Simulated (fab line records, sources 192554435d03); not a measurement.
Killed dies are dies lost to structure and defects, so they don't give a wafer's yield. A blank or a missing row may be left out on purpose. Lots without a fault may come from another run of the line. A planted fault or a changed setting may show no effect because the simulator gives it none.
Split-lot experiment | flow n5_finfet | 7 lots, 21 wafers read, on a route of 1938 steps

THE SPLIT
At N5_BEOL_M8_ILD_DEP_00 (deposits SiCOH lowk from DEMS/porogen, target thk 179.75 nm, time 33.4 s), the setting time_s was moved away from the recipe's 33.4 s on 5 of the 21 wafers read, by -14.3% to +13.1%. The other wafers ran this setting at the recipe's value.

FROM THE SPLIT TO THE READING: what the file shows between them, 1 step
- N5_BEOL_M8_CURE_74: cures SiCOH lowk, time 240 s

THE READING
M8_ILD_THK, in nm, at N5_BEOL_M8_THK_MEAS_01. Fault-free wafers of this fab line usually give 154.3 nm, standard deviation 2.3 nm.

wafer  | tool, chamber at the split | time_s as run, s | against the recipe | M8_ILD_THK, nm | against lot-mates on the recipe
L077.1 | pecvd-03, 0                | 33.4             | recipe             | 154.1          | -
L077.2 | pecvd-03, 1                | 28.63            | -14.3%             | 133.9          | -21.4
L077.6 | pecvd-03, 1                | 33.4             | recipe             | 156.5          | -
L081.1 | pecvd-03, 1                | 33.4             | recipe             | 152.1          | -
L081.3 | pecvd-03, 2                | 33.4             | recipe             | 149.9          | -
L081.4 | pecvd-03, 1                | 36.58            | +9.5%              | 167.5          | +16.5
L084.1 | pecvd-03, 2                | 33.4             | recipe             | 150.5          | -
L084.2 | pecvd-03, 1                | 33.4             | recipe             | 152.4          | -
L084.5 | pecvd-03, 1                | 33.4             | recipe             | 156.7          | -
L085.1 | pecvd-04, 2                | 33.4             | recipe             | 153.9          | -
L085.3 | pecvd-04, 0                | 33.4             | recipe             | 155.2          | -
L085.4 | pecvd-04, 2                | 35.93            | +7.6%              | 168.2          | +13.6
L088.2 | pecvd-03, 0                | 37.79            | +13.1%             | 170.6          | +16.9
L088.5 | pecvd-03, 1                | 33.4             | recipe             | 153.4          | -
L088.6 | pecvd-03, 0                | 33.4             | recipe             | 154.0          | -
L096.1 | pecvd-01, 1                | 33.4             | recipe             | 153.4          | -
L096.3 | pecvd-01, 1                | 35.17            | +5.3%              | 165.5          | +9.7
L096.4 | pecvd-01, 2                | 33.4             | recipe             | 158.2          | -
L097.1 | pecvd-04, 1                | 33.4             | recipe             | 154.7          | -
L097.3 | pecvd-04, 2                | 33.4             | recipe             | 152.8          | -
L097.6 | pecvd-04, 1                | 33.4             | recipe             | 158.0          | -

THE FIT
A straight line over all 21 wafers: M8_ILD_THK changes by +1.44 nm for each +1% of time_s; r = +0.95; the points scatter about the line by 2.5 nm.
The same after taking each lot's own level away (the mean of its wafers on the recipe; 21 wafers): +1.51 nm for each +1%; r = +0.97; scatter 2 nm.
On that fit, the largest move of time_s shifts the reading by 22 nm.
The lots' own levels span 151.00 to 155.80 nm, that is 2.1 times the standard deviation above.
So the lot-to-lot level changes the slope little: the two slopes agree.
Check: with one of the wafers moved furthest among these (-14.3%) left out of the fit, the line predicts -21.5 nm for it against its lot-mates. It came out at -21.4 nm against them.

THE WHOLE CHAIN: every reading that the file lists as answering this split, in the file's order
step                   | what it does                                                             | reading                                                                                  | change (the file's fit)              | r (the file's)
N5_BEOL_M8_ILD_DEP_00  | deposits SiCOH lowk from DEMS/porogen, target thk 179.75 nm, time 33.4 s | SiCOH_lowk_of_BEOL_M8_ILD_DEP_00.thk_nm (the simulator's own value, which no gauge read) | +1.74 nm for each +1% of the setting | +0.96
N5_BEOL_M8_CURE_74     | cures SiCOH lowk, time 240 s                                             | SiCOH_lowk_of_BEOL_M8_ILD_DEP_00.thk_nm (the simulator's own value, which no gauge read) | +1.51 nm for each +1% of the setting | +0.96
N5_BEOL_M8_THK_MEAS_01 |                                                                          | M8_ILD_THK                                                                               | +1.52 for each +1% of the setting    | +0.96

THE FILE'S OWN FIT
M8_ILD_THK changes by +1.52 nm for each +1% of time_s, r = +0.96.
